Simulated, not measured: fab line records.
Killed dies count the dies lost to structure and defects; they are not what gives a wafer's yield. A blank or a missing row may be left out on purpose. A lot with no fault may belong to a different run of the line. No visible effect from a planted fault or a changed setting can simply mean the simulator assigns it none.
Chamber matching :: flow n5Finfet :: N5_SPACER0_ALD_00 on aldSin-02 has 4 sister chambers
The step deposits SiOCN, target thk 3.5 nm, pulse time 3 s, purge time 2 s. 4 wafers are shown with their chamber, then 7 later ones without.

== EACH WAFER AND ITS CHAMBER ==
wafer: L086.3
chamber: 3
heaterPowerW (W): 760

wafer: L086.6
chamber: 0
heaterPowerW (W): 775

wafer: L095.1
chamber: 2
heaterPowerW (W): 657

wafer: L095.4
chamber: 1
heaterPowerW (W): 936

== WAFERS WHOSE CHAMBER IS MISSING ==
wafer: L095.6
heaterPowerW (W): 786

wafer: L094.1
heaterPowerW (W): 778

wafer: L094.2
heaterPowerW (W): 773

wafer: L094.6
heaterPowerW (W): 965

wafer: L097.1
heaterPowerW (W): 768

wafer: L097.2
heaterPowerW (W): 954

wafer: L097.6
heaterPowerW (W): 778

== CHAMBER TAKEN BY EACH ==
wafer: L095.6
from the rows above: can't be placed: 0 or 3
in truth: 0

wafer: L094.1
from the rows above: can't be placed: 0 or 3
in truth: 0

wafer: L094.2
from the rows above: can't be placed: 0 or 3
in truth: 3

wafer: L094.6
from the rows above: 1
in truth: 1

wafer: L097.1
from the rows above: can't be placed: 0 or 3
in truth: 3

wafer: L097.2
from the rows above: 1
in truth: 1

wafer: L097.6
from the rows above: can't be placed: 0 or 3
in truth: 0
Correct placement for 2 of the 7. These rows do not allow placing 5 (true chamber among the candidates in 5). Wrongly placed: 0.
How it was worked out, from the rows above alone: a wafer's distance from a chamber is the root of the sum, over the readings, of the square of ((its reading less the chamber's mean) divided by the reading's scatter). The wafer belongs to the nearest chamber; if the next one is less than 2 further off, it can't be placed. Each chamber's mean is taken over the wafers shown for it. The scatter: root of mean squared gap, hidden wafer to nearest shown wafer, with one shown wafer a chamber.
